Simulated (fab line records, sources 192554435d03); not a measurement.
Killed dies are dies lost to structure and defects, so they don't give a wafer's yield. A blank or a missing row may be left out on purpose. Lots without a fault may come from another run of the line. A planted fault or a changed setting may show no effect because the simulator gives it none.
Chamber matching | flow n5_finfet | N5_BEOL_M0_SAQP_PECVD_00 on pecvd-03: 3 sister chambers
The step deposits SiCN from 3MS/NH3, target thk 8 nm, time 14 s. 3 wafers are shown with their chamber, then 7 later ones without.

WAFERS WITH THEIR CHAMBER
wafer  | chamber | showerhead_vpp_V (V)
L090.2 | 2       | 935
L091.4 | 0       | 838
L091.5 | 1       | 915

WAFERS WITHOUT THEIR CHAMBER
wafer  | showerhead_vpp_V (V)
L091.6 | 918
L095.2 | 849
L095.4 | 913
L095.5 | 922
L094.1 | 845
L094.3 | 902
L094.6 | 913

WHICH CHAMBER EACH WENT THROUGH
wafer  | from the rows above     | in truth
L091.6 | can't be placed: 1 or 2 | 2
L095.2 | 0                       | 0
L095.4 | 1                       | 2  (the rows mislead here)
L095.5 | can't be placed: 1 or 2 | 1
L094.1 | 0                       | 0
L094.3 | 1                       | 1
L094.6 | 1                       | 1
Placed correctly: 4 of 7. Can't be placed from these rows: 2 (the true chamber is among the candidates in 2). Placed wrongly: 1.
How it was worked out, from the rows above alone: a wafer's distance from a chamber is the root of the sum, over the readings, of the square of ((its reading less the chamber's mean) divided by the reading's scatter). The wafer belongs to the nearest chamber; if the next one is less than 2 further off, it can't be placed. A chamber's mean is the mean of its shown wafers. The scatter: with one shown wafer a chamber, the root of the mean of the squares of how far each hidden wafer lies from its nearest shown one.
